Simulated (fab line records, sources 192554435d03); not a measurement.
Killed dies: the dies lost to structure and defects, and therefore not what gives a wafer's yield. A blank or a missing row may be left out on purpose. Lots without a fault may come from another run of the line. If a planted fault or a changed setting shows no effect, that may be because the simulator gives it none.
Which tool is to blame? / flow n5Finfet / 12 lots, 36 wafers sampled, at 1 step of a route of 1938

## WHAT EACH GAUGE READ, for each wafer
N5_HKMG_FIN_INSPECT_28: inspects for defects (darkfield).
lot=L075; measured=day 4 12:23; on=defectInspect-02; rawDefectCount=50 48 83
lot=L077; measured=day 5 00:07; on=defectInspect-02; rawDefectCount=21 30 36
lot=L079; measured=day 5 18:36; on=defectInspect-01; rawDefectCount=25 30 48
lot=L081; measured=day 6 05:51; on=defectInspect-02; rawDefectCount=57 35 69
lot=L083; measured=day 6 13:47; on=defectInspect-02; rawDefectCount=39 32 38
lot=L085; measured=day 7 03:56; on=defectInspect-01; rawDefectCount=47 50 47
lot=L087; measured=day 7 14:25; on=defectInspect-01; rawDefectCount=26 53 21
lot=L089; measured=day 8 08:13; on=defectInspect-02; rawDefectCount=67 39 47
lot=L091; measured=day 8 17:49; on=defectInspect-02; rawDefectCount=36 35 49
lot=L093; measured=day 9 05:02; on=defectInspect-01; rawDefectCount=25 40 20
lot=L095; measured=day 9 13:41; on=defectInspect-02; rawDefectCount=13 26 20
lot=L097; measured=day 10 01:31; on=defectInspect-02; rawDefectCount=25 11 16

## WHICH TOOL RAN EACH LOT (tool, then ch and the chambers of the sampled wafers, then the start)
The record holds no process step before these readings.

## THE ANSWER, worked out from the rows above alone
Rule: the lots themselves supply what counts as usual. Put in order of their means at a reading, lots are off if they are a third of the lots or fewer, leave a main group of 4 or more, and stand apart from it by a gap of 3 or more times the standard deviation of the main group's means; of several such gaps the widest counts. Not used: any main group whose means are identical at the precision the tables above print for the reading. Also off: a lot with no number at a reading for which 4 or more lots have one. All remaining lots with rows at the step are treated as sound.
No lot is off on any of the readings shown, so nothing can be concluded from this.

## WHAT THE SIMULATOR HAD PUT IN
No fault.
